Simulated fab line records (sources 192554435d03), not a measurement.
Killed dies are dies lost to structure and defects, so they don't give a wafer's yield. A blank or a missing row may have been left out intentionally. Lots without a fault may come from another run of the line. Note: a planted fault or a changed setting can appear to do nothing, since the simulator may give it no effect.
fab line records	flow n5_finfet	part 1 of 2: steps 1 to 3 of 6
record lots=22	wafers=66	last_day=18
route steps=1938 shown BEOL_M0_SAQP@677 BEOL_M0_CUTY@712 BEOL_M0@720
lots that met no fault: from a run of the same line without faults
start_h: start of the lot's first displayed wafer, in hours after the record's first day	wait_h: hours since the lot's step before	" same as the row above	L1.1+2: a single row standing in for several wafers	- either no value or no given start	* or withheld: withheld	< > ~ a bound
route shown NAME@n: a module of which the file shows steps, and the number in the route of the first	usual: mean and standard deviation over wafers with no fault	same: alike in all rows	chamber/n: place in a boat	sites: readings site by site	_std_site: the standard deviation of these	_edge_site: inner sites' mean taken away from outer sites' mean	radius_mm: for every site, how far away it sits from the centre of the wafer	mask NAME#n: copy n	behind: the most recent tool/chamber to have shaped the wafer	hold: why the lot went on hold/how many hours it stayed there/how the hold came to an end	device: transistor that didn't switch, given as n, p or np	end of line: the tests these same wafers got at the end of their route	a step with no rows: only its recipe	killed: not the wafer's yield, but the dies lost to structure and defects at the first sort	map: a wafer's dies, x killed, . not, _ none there
set.NAME: setting as actually run; set.NAME@STEP: the setting as run at that earlier step	model.NAME: the simulator's own value behind a step, which no gauge read
one table for each step of the route and one row for each wafer, over a sample of lots
services: a tool's chamber out of use, with start hour (start_h, from the record's first day; less than 0 if before it), hours out, and reason
## steps
# step N5_BEOL_M0_SAQP_SPACER2_ETCHBACK_27
# recipe chemistry=CHF3/O2	mode=anisotropic_etchback	target=SiO2	target_depth_a=225	time_s=11.25	pressure_mtorr=30	source_w=650	bias_w=170	Ar_flow_sccm=200	CHF3_flow_sccm=50	O2_flow_sccm=5	ion_energy_ev=200
# usual bias_w=170.1/0.49	drypump_motor_current_A=5.8/0.39	oes_product_au=0.78/0.09	rf_fwd_power_W=645.5/2	rf_vpp_V=527/4.3	showerhead_plenum_p_Torr=2.41/0.078	throttle_valve_pct=18.91/0.24
lot.wafer	tool	chamber	start_h	wait_h	bias_w	drypump_motor_current_A	oes_product_au	rf_fwd_power_W	rf_hours_counter_h	rf_vpp_V	showerhead_plenum_p_Torr	throttle_valve_pct
L074.2	rie_diel-06	1	116.54	0.3	170.7	5.9	0.77	647.0	128	529	2.32	19.03
L074.3	"	0	"	"	169.9	5.5	0.71	647.1	192	532	2.50	19.42
L074.6	"	2	"	"	170.5	5.4	0.77	644.3	-	523	2.33	19.10
L075.3	rie_diel-03	1	119.16	0.3	169.6	5.9	0.73	644.1	180	529	2.40	18.89
L075.4	"	3	"	"	170.1	6.6	0.84	645.6	-	526	2.34	18.89
L075.6	"	1	"	"	169.7	5.9	0.74	643.5	-	529	2.41	18.91
L076.2	rie_diel-03	1	124.64	0.3	170.2	5.9	0.73	646.1	181	530	2.40	18.91
L076.4	"	0	"	"	171.0	5.6	0.71	649.8	-	528	2.48	18.77
L076.6	"	3	"	"	170.3	6.6	0.82	649.3	-	526	2.34	18.89
L077.2	rie_diel-04	1	129.54	0.6	170.1	5.7	0.75	644.7	152	524	2.51	19.03
L077.4	"	3	"	"	170.9	5.7	0.88	642.1	45	522	2.55	18.71
L077.6	"	2	"	"	170.2	6.0	0.68	647.5	-	525	2.46	19.16
L078.3	rie_diel-03	3	136.44	0.3	169.9	6.6	0.83	643.1	78	527	2.34	18.92
L078.4	"	2	"	"	169.5	5.2	0.99	645.1	0	533	2.46	18.76
L078.5	"	0	"	"	169.6	5.6	0.71	647.8	-	530	2.48	18.77
L079.1	rie_diel-06	3	142.00	0.3	170.1	6.4	0.72	646.4	189	530	2.30	18.65
L079.3	"	1	"	"	170.5	5.9	0.76	646.8	134	530	2.32	19.05
L079.5	"	2	"	"	169.7	5.5	0.76	647.0	-	523	2.33	19.12
L081.2	rie_diel-06	0	152.41	0.5	171.2	5.5	0.70	645.2	202	532	2.50	19.44
L081.5	"	3	"	"	169.9	6.4	0.71	645.1	-	530	2.30	18.65
L081.6	"	0	"	"	170.6	5.5	0.71	646.0	-	532	2.50	19.45
L082.2	rie_diel-03	0	159.03	0.3	170.2	5.6	0.70	644.9	232	529	2.47	18.79
L082.3	"	3	"	"	170.5	6.6	0.81	642.1	83	526	2.33	18.89
L082.6	"	0	"	"	170.2	5.6	0.70	644.7	-	530	2.47	18.79
L083.1	rie_diel-03	3	162.85	0.3	170.4	6.6	0.82	641.0	84	526	2.33	18.90
L083.3	"	0	"	"	170.6	5.5	0.70	646.5	233	527	2.47	18.79
L083.6	"	0	"	"	170.7	5.5	0.70	645.2	-	529	2.47	18.79
L084.4	rie_diel-04	0	172.60	0.1	170.1	5.8	0.89	645.5	-	516	2.37	18.47
L084.5	"	3	"	"	170.3	5.7	0.86	646.1	-	522	2.54	18.74
L084.6	"	1	"	"	170.1	5.6	0.75	643.5	-	524	2.51	19.05
L085.4	rie_diel-04	2	185.20	0.3	170.1	6.0	0.99	644.6	3	525	2.46	18.75
L085.5	"	2	"	"	169.3	6.0	0.99	646.2	-	526	2.46	18.75
L085.6	"	1	"	"	169.8	5.7	0.74	643.4	-	524	2.51	19.06
L086.3	rie_diel-04	0	185.68	0.4	169.5	5.8	0.89	644.8	32	516	2.37	18.47
L086.4	"	2	"	"	169.6	6.0	0.99	644.7	3	526	2.46	18.73
L086.5	"	3	"	"	169.8	5.7	0.86	646.1	-	521	2.54	18.75
L087.3	rie_diel-06	3	186.91	0.3	169.8	6.4	0.71	644.0	203	529	2.30	18.68
L087.5	"	3	"	"	169.0	6.4	0.71	647.2	-	531	2.30	18.67
L087.6	"	0	"	"	170.9	5.5	0.69	642.2	-	531	2.49	19.46
L088.2	rie_diel-06	3	196.46	0.3	170.2	6.4	0.70	645.5	207	530	2.30	18.68
L088.3	"	2	"	"	168.6	5.4	0.73	644.5	159	521	2.32	19.17
L088.6	"	2	"	"	170.0	5.4	0.75	642.6	-	522	2.32	19.15
L089.1	rie_diel-06	2	198.88	0.3	170.5	5.5	0.75	646.2	160	524	2.32	19.16
L089.4	"	0	"	"	169.5	5.5	0.69	642.7	216	531	2.49	19.48
L089.6	"	2	"	"	170.2	5.5	0.75	646.6	-	522	2.32	19.15
L090.1	rie_diel-06	3	211.36	0.3	171.1	6.4	0.70	643.2	211	530	2.29	18.66
L090.3	"	0	"	"	169.5	5.5	0.69	646.2	219	531	2.49	19.47
L090.4	"	2	"	"	169.8	5.4	0.74	641.6	163	523	2.32	19.16
L091.2	rie_diel-03	0	211.68	0.3	170.8	5.6	0.70	648.7	246	530	2.47	18.81
L091.3	"	2	"	"	170.4	5.2	0.93	648.3	22	533	2.46	18.79
L091.6	"	3	"	"	170.0	6.6	0.81	643.5	-	526	2.33	18.95
L092.3	rie_diel-04	2	219.44	0.3	169.8	6.0	0.94	645.8	14	525	2.45	18.76
L092.5	"	3	"	"	169.2	5.7	0.84	648.7	-	523	2.54	18.76
L092.6	"	2	"	"	170.5	6.1	0.94	646.2	-	525	2.45	18.77
L094.1	rie_diel-03	3	230.76	0.4	170.1	6.6	0.79	643.9	103	526	2.33	18.93
L094.2	"	2	"	"	169.7	5.3	0.91	649.2	28	534	2.45	18.80
L094.4	"	1	"	"	169.9	5.9	0.72	647.9	-	528	2.39	18.97
L095.2	rie_diel-03	2	242.13	0.3	170.1	5.3	0.91	647.3	32	534	2.45	18.82
L095.4	"	1	"	"	169.9	5.9	0.70	646.5	217	528	2.39	18.98
L095.6	"	2	"	"	170.7	5.3	0.90	647.4	-	532	2.45	18.80
L097.4	rie_diel-03	3	245.79	0.3	170.1	6.6	0.78	643.9	108	526	2.33	18.95
L097.5	"	1	"	"	170.2	5.9	0.71	645.4	-	529	2.39	18.99
L097.6	"	2	"	"	169.8	5.3	0.90	643.8	-	532	2.45	18.80
L096.2	rie_diel-03	0	251.75	0.4	169.3	5.5	0.97	646.4	3	530	2.47	18.43
L096.3	"	3	"	"	169.8	6.6	0.79	642.9	110	525	2.32	18.95
L096.5	"	1	"	"	169.5	5.9	0.70	646.8	-	530	2.39	18.98
# step N5_BEOL_M0_CUTY_ETCH_62
# recipe chemistry=CF4	target=SiARC	mask_material=CAR-ArF-block	time_s=58.5	ion_energy_ev=80	pressure_mtorr=40	source_w=545	bias_w=36	Ar_flow_sccm=100	cf4_flow_sccm=100	ends=cleared
# usual bias_w=36.00/0.11	drypump_motor_current_A=5.7/0.47	etch_rf_on_time_s=58.5/0.84	oes_product_au=0.66/0.08	rf_fwd_power_W=537.9/2.5	rf_vpp_V=184.0/1.2	showerhead_plenum_p_Torr=2.13/0.072	throttle_valve_pct=15.73/0.21
lot.wafer	tool	chamber	start_h	wait_h	bias_w	drypump_motor_current_A	etch_rf_on_time_s	oes_product_au	rf_fwd_power_W	rf_hours_counter_h	rf_vpp_V	showerhead_plenum_p_Torr	throttle_valve_pct
L074.2	rie_diel-05	0	118.68	0.0	35.95	5.6	60.0	0.60	540.0	204	183.8	2.13	15.82
L074.3	"	3	"	"	35.84	5.9	58.8	0.62	540.0	161	183.9	2.06	15.62
L074.6	"	1	"	"	35.83	5.2	59.2	0.74	538.3	-	183.1	2.08	15.46
L075.3	rie_diel-02	2	121.43	0.0	35.98	6.7	57.7	0.60	540.7	226	184.5	2.20	15.98
L075.4	"	1	"	"	36.01	5.8	57.8	0.73	539.7	57	185.1	2.26	15.77
L075.6	"	3	"	"	35.97	5.4	58.6	0.59	536.1	-	183.6	2.20	15.86
L076.2	rie_diel-02	3	127.64	0.0	36.02	5.4	58.7	0.59	532.4	234	185.4	2.20	15.85
L076.4	"	2	"	"	35.89	6.7	58.0	0.60	541.6	226	184.9	2.20	15.97
L076.6	"	2	"	"	36.01	6.8	57.9	0.60	543.3	-	184.2	2.20	15.98
L077.2	rie_diel-02	0	131.47	0.0	36.06	5.9	59.3	0.57	537.0	242	183.3	2.10	15.98
L077.4	"	1	"	"	36.03	5.8	58.1	0.74	537.3	60	185.2	2.26	15.75
L077.6	"	3	"	"	35.96	5.4	58.8	0.59	535.3	-	184.5	2.20	15.88
L078.3	rie_diel-01	1	138.72	0.0	35.80	5.2	58.5	0.67	538.3	123	182.7	2.07	15.93
L078.4	"	0	"	"	35.93	6.3	59.3	0.63	538.5	181	184.1	2.13	15.88
L078.5	"	0	"	"	36.05	6.4	58.9	0.62	535.0	-	183.6	2.13	15.89
L079.1	rie_diel-02	2	144.14	0.0	36.01	6.8	58.1	0.59	539.7	232	184.5	2.20	16.01
L079.3	"	3	"	"	36.01	5.4	59.1	0.59	536.7	239	185.5	2.19	15.87
L079.5	"	0	"	"	36.07	5.9	58.3	0.58	537.6	-	184.4	2.10	15.97
L081.2	rie_diel-01	2	154.98	0.0	36.04	5.1	59.4	0.63	533.9	167	183.9	2.14	15.65
L081.5	"	3	"	"	36.02	5.7	58.9	0.65	538.3	-	184.7	2.23	15.82
L081.6	"	2	"	"	35.91	5.1	59.2	0.63	535.0	-	183.7	2.14	15.66
L082.2	rie_diel-05	1	161.43	0.0	36.22	5.2	59.4	0.72	538.0	60	183.9	2.08	15.48
L082.3	"	3	"	"	35.99	5.9	58.8	0.62	539.4	174	183.3	2.05	15.63
L082.6	"	0	"	"	35.93	5.6	60.3	0.58	539.7	-	183.4	2.12	15.87
L083.1	rie_diel-05	2	165.03	0.0	35.94	5.1	59.7	0.62	535.2	174	183.5	2.04	15.37
L083.3	"	0	"	"	35.96	5.7	60.3	0.58	540.6	220	182.9	2.12	15.88
L083.6	"	3	"	"	36.11	5.9	58.7	0.61	541.8	-	181.9	2.05	15.63
L084.4	rie_diel-02	1	174.95	0.0	35.70	5.8	58.1	0.71	540.0	-	185.5	2.26	15.79
L084.5	"	2	"	"	35.84	6.8	57.7	0.59	542.0	-	185.2	2.20	16.00
L084.6	"	3	"	"	35.98	5.4	58.2	0.59	535.5	-	185.4	2.19	15.89
L085.4	rie_diel-05	3	187.71	0.0	36.04	5.9	58.4	0.62	539.1	182	182.5	2.05	15.65
L085.5	"	1	"	"	36.27	5.3	58.4	0.72	539.3	-	184.4	2.08	15.50
L085.6	"	2	"	"	35.93	5.1	58.9	0.62	536.6	-	182.1	2.04	15.40
L086.3	rie_diel-05	2	188.06	0.0	36.09	5.1	59.0	0.62	536.8	182	182.9	2.04	15.40
L086.4	"	3	"	"	36.17	5.9	58.4	0.61	539.1	182	183.2	2.05	15.65
L086.5	"	1	"	"	36.06	5.2	59.0	0.72	541.5	-	183.4	2.08	15.50
L087.3	rie_diel-05	0	189.49	0.0	36.00	5.6	59.4	0.58	538.9	228	184.0	2.12	15.89
L087.5	"	2	"	"	35.96	5.1	59.2	0.62	536.6	-	182.0	2.04	15.39
L087.6	"	3	"	"	35.88	5.9	58.0	0.61	540.3	-	182.5	2.05	15.65
L088.2	rie_diel-02	1	199.46	0.0	35.97	5.8	57.7	0.71	538.8	86	184.6	2.25	15.83
L088.3	"	2	"	"	35.98	6.7	57.4	0.58	541.3	252	185.4	2.20	16.02
L088.6	"	1	"	"	35.81	5.8	57.2	0.71	540.0	-	186.4	2.25	15.82
L089.1	rie_diel-02	2	200.94	0.0	36.21	6.8	58.1	0.58	538.9	253	185.4	2.19	16.02
L089.4	"	1	"	"	36.00	5.7	57.7	0.71	541.2	-	183.9	2.25	15.81
L089.6	"	2	"	"	36.08	6.7	57.9	0.58	539.7	-	184.5	2.19	16.01
L090.1	rie_diel-01	0	213.53	0.0	35.79	6.3	59.4	0.61	538.4	208	183.6	2.12	15.94
L090.3	"	3	"	"	35.99	5.7	59.0	0.64	538.8	185	186.0	2.22	15.84
L090.4	"	1	"	"	36.08	5.2	58.4	0.64	537.1	150	183.1	2.06	15.97
L091.2	rie_diel-05	0	214.09	0.0	36.03	5.6	60.0	0.58	542.7	235	185.4	2.12	15.91
L091.3	"	3	"	"	35.90	5.9	58.3	0.61	536.5	191	182.0	2.05	15.66
L091.6	"	1	"	"	36.14	5.2	59.5	0.70	537.9	-	183.6	2.07	15.50
L092.3	rie_diel-02	0	221.67	0.0	36.06	5.9	57.1	0.83	533.6	12	183.4	2.10	15.51
L092.5	"	1	"	"	35.97	5.8	58.2	0.70	539.4	-	184.8	2.25	15.84
L092.6	"	3	"	"	36.18	5.4	58.2	0.84	532.9	-	184.1	2.19	15.40
L094.1	rie_diel-02	1	233.19	0.0	36.03	5.8	57.9	0.69	537.6	101	186.3	2.25	15.85
L094.2	"	0	"	"	36.14	5.9	56.5	0.82	537.7	18	183.0	2.09	15.50
L094.4	"	0	"	"	35.98	5.9	56.6	0.81	535.1	-	182.4	2.09	15.51
L095.2	rie_diel-02	3	244.17	0.0	36.05	5.4	57.6	0.81	531.4	13	184.5	2.18	15.42
L095.4	"	0	"	"	35.93	5.9	56.5	0.80	535.7	24	183.2	2.09	15.55
L095.6	"	3	"	"	35.97	5.4	57.8	0.80	534.0	-	184.6	2.18	15.43
L097.4	rie_diel-01	1	248.66	0.0	35.97	5.2	57.9	0.65	532.8	163	183.3	2.06	15.99
L097.5	"	3	"	"	36.16	5.8	58.8	0.62	539.8	-	184.3	2.22	15.87
L097.6	"	0	"	"	35.89	6.3	58.9	0.60	536.9	-	184.5	2.12	15.98
L096.2	rie_diel-05	3	254.12	0.0	36.00	5.9	58.8	0.59	539.3	206	181.9	2.04	15.71
L096.3	"	2	"	"	35.98	5.1	59.1	0.61	537.1	207	183.5	2.03	15.45
L096.5	"	3	"	"	35.87	5.9	58.1	0.60	538.0	-	183.6	2.04	15.70
# step N5_BEOL_M0_ETCH_128
# recipe chemistry=CF4/N2	target_depth_a=120	overetch_a=51	target=SiCN	time_s=21.4	ion_energy_ev=150	pressure_mtorr=40	source_w=430	bias_w=70	Ar_flow_sccm=100	cf4_flow_sccm=60	n2_flow_sccm=60
# usual bias_w=70.01/0.21	drypump_motor_current_A=5.8/0.52	oes_product_au=0.53/0.062	rf_fwd_power_W=425.6/1.7	rf_vpp_V=382.3/2	showerhead_plenum_p_Torr=2.21/0.073	throttle_valve_pct=15.59/0.19
lot.wafer	tool	chamber	start_h	wait_h	bias_w	drypump_motor_current_A	oes_product_au	rf_fwd_power_W	rf_hours_counter_h	rf_vpp_V	showerhead_plenum_p_Torr	throttle_valve_pct
L074.2	rie_diel-02	3	119.42	0.0	69.59	5.4	0.48	423.7	231	383.1	2.27	15.68
L074.3	"	1	"	"	70.22	5.8	0.59	426.5	56	385.4	2.33	15.54
L074.6	"	1	"	"	69.95	5.8	0.59	429.0	-	383.8	2.33	15.57
L075.3	rie_diel-01	3	124.50	0.0	70.14	5.7	0.53	426.0	154	384.7	2.30	15.59
L075.4	"	1	"	"	70.14	5.2	0.53	422.9	119	380.8	2.13	15.72
L075.6	"	0	"	"	69.94	6.3	0.52	425.4	-	381.3	2.20	15.68
L076.2	rie_diel-05	1	128.63	0.0	69.84	5.2	0.59	424.6	50	382.1	2.15	15.29
L076.4	"	2	"	"	70.04	5.1	0.50	424.8	164	380.5	2.11	15.18
L076.6	"	0	"	"	70.02	5.6	0.48	426.2	-	380.9	2.19	15.66
L077.2	rie_diel-05	1	132.16	0.0	70.16	5.2	0.59	429.3	51	381.9	2.15	15.28
L077.4	"	2	"	"	69.79	5.1	0.50	423.5	165	381.0	2.11	15.18
L077.6	"	1	"	"	70.01	5.2	0.59	426.7	-	380.8	2.15	15.29
L078.3	rie_diel-01	1	142.44	0.4	69.76	5.2	0.53	425.6	124	380.3	2.13	15.74
L078.4	"	2	"	"	70.15	5.1	0.52	422.2	163	382.4	2.21	15.48
L078.5	"	1	"	"	70.51	5.2	0.55	423.0	-	381.3	2.13	15.73
L079.1	rie_diel-02	1	148.06	0.3	70.06	5.8	0.58	427.5	66	386.4	2.33	15.59
L079.3	"	0	"	"	70.08	5.9	0.46	423.9	247	381.0	2.17	15.80
L079.5	"	1	"	"	70.02	5.8	0.58	427.3	-	385.3	2.33	15.57
L081.2	rie_diel-02	3	155.85	0.1	69.74	5.4	0.48	423.2	243	382.4	2.26	15.70
L081.5	"	3	"	"	69.94	5.4	0.47	423.7	-	384.9	2.26	15.70
L081.6	"	0	"	"	69.98	5.9	0.46	425.5	-	381.1	2.17	15.83
L083.1	rie_diel-02	2	166.77	0.0	69.93	6.7	0.46	426.4	238	384.6	2.27	15.81
L083.3	"	1	"	"	70.09	5.8	0.57	428.0	72	385.6	2.33	15.59
L083.6	"	2	"	"	69.95	6.7	0.47	427.3	-	383.1	2.27	15.78
L082.2	rie_diel-01	1	167.05	0.2	69.82	5.2	0.53	425.3	133	381.4	2.13	15.75
L082.3	"	0	"	"	70.26	6.3	0.51	426.8	192	382.0	2.19	15.74
L082.6	"	0	"	"	70.20	6.3	0.50	425.8	-	381.4	2.19	15.71
L084.4	rie_diel-02	1	178.82	0.0	69.81	5.8	0.57	427.7	-	384.8	2.32	15.60
L084.5	"	2	"	"	70.35	6.7	0.47	429.4	-	384.6	2.26	15.81
L084.6	"	3	"	"	69.99	5.4	0.47	421.9	-	382.0	2.26	15.74
L086.3	rie_diel-05	1	192.12	0.1	69.85	5.2	0.59	425.9	71	380.9	2.14	15.32
L086.4	"	3	"	"	70.01	5.9	0.50	427.9	184	379.0	2.11	15.48
L086.5	"	3	"	"	70.03	5.9	0.49	430.0	-	379.9	2.11	15.49
L087.3	rie_diel-02	2	192.22	0.0	69.63	6.8	0.47	428.2	249	382.9	2.26	15.83
L087.5	"	2	"	"	69.92	6.7	0.47	427.2	-	382.4	2.26	15.83
L087.6	"	0	"	"	70.13	5.9	0.70	422.9	-	380.6	2.17	15.31
L085.4	rie_diel-02	1	192.43	0.0	69.96	5.8	0.56	425.7	-	385.2	2.32	15.61
L085.5	"	2	"	"	70.20	6.7	0.47	426.4	-	383.4	2.26	15.83
L085.6	"	0	"	"	69.93	5.9	0.69	425.7	-	381.8	2.17	15.31
L088.2	rie_diel-02	0	202.54	0.0	70.09	5.9	0.67	425.6	4	380.2	2.17	15.33
L088.3	"	2	"	"	70.02	6.7	0.47	426.8	253	383.8	2.26	15.82
L088.6	"	0	"	"	69.83	5.9	0.68	425.0	-	380.1	2.17	15.32
L089.1	rie_diel-01	2	202.60	0.1	69.98	5.1	0.49	423.2	184	382.4	2.20	15.52
L089.4	"	1	"	"	70.12	5.2	0.53	427.1	145	379.4	2.12	15.78
L089.6	"	0	"	"	69.92	6.3	0.49	424.5	-	381.8	2.19	15.76
L090.1	rie_diel-01	0	214.96	0.5	70.25	6.3	0.48	422.7	210	382.0	2.19	15.76
L090.3	"	3	"	"	70.14	5.7	0.52	426.8	186	385.4	2.29	15.66
L090.4	"	2	"	"	70.03	5.1	0.50	423.5	188	382.3	2.20	15.53
L091.2	rie_diel-02	2	217.64	0.1	70.35	6.7	0.46	426.0	260	384.2	2.26	15.85
L091.3	"	0	"	"	69.66	5.9	0.66	423.7	11	381.4	2.16	15.33
L091.6	"	1	"	"	69.92	5.8	0.56	425.0	-	385.6	2.32	15.64
L092.3	rie_diel-02	0	226.27	0.0	70.17	5.8	0.64	424.1	14	381.4	2.16	15.35
L092.5	"	0	"	"	70.66	5.9	0.66	424.9	-	381.8	2.16	15.34
L092.6	"	3	"	"	69.82	5.4	0.67	423.5	-	382.5	2.25	15.23
L094.1	rie_diel-01	1	236.90	0.3	70.20	5.2	0.51	425.1	158	379.9	2.12	15.80
L094.2	"	3	"	"	69.88	5.7	0.51	425.2	193	383.4	2.29	15.68
L094.4	"	0	"	"	69.80	6.3	0.49	425.9	218	381.4	2.18	15.76
L095.2	rie_diel-01	2	247.57	0.0	70.01	5.2	0.50	424.2	199	382.3	2.19	15.56
L095.4	"	1	"	"	69.96	5.2	0.52	425.3	163	380.7	2.12	15.82
L095.6	"	0	"	"	69.63	6.3	0.49	424.9	-	382.9	2.18	15.79
L097.4	rie_diel-02	3	249.62	0.0	70.00	5.4	0.64	423.2	15	382.5	2.25	15.26
L097.5	"	0	"	"	70.31	5.9	0.64	424.5	-	380.1	2.16	15.36
L097.6	"	3	"	"	69.95	5.4	0.64	422.1	-	384.1	2.25	15.25
L096.2	rie_diel-05	3	259.50	0.4	70.04	5.9	0.47	427.7	208	380.2	2.11	15.52
L096.3	"	2	"	"	69.77	5.1	0.49	425.6	210	380.0	2.09	15.29
L096.5	"	2	"	"	70.00	5.0	0.49	423.2	-	378.5	2.09	15.27
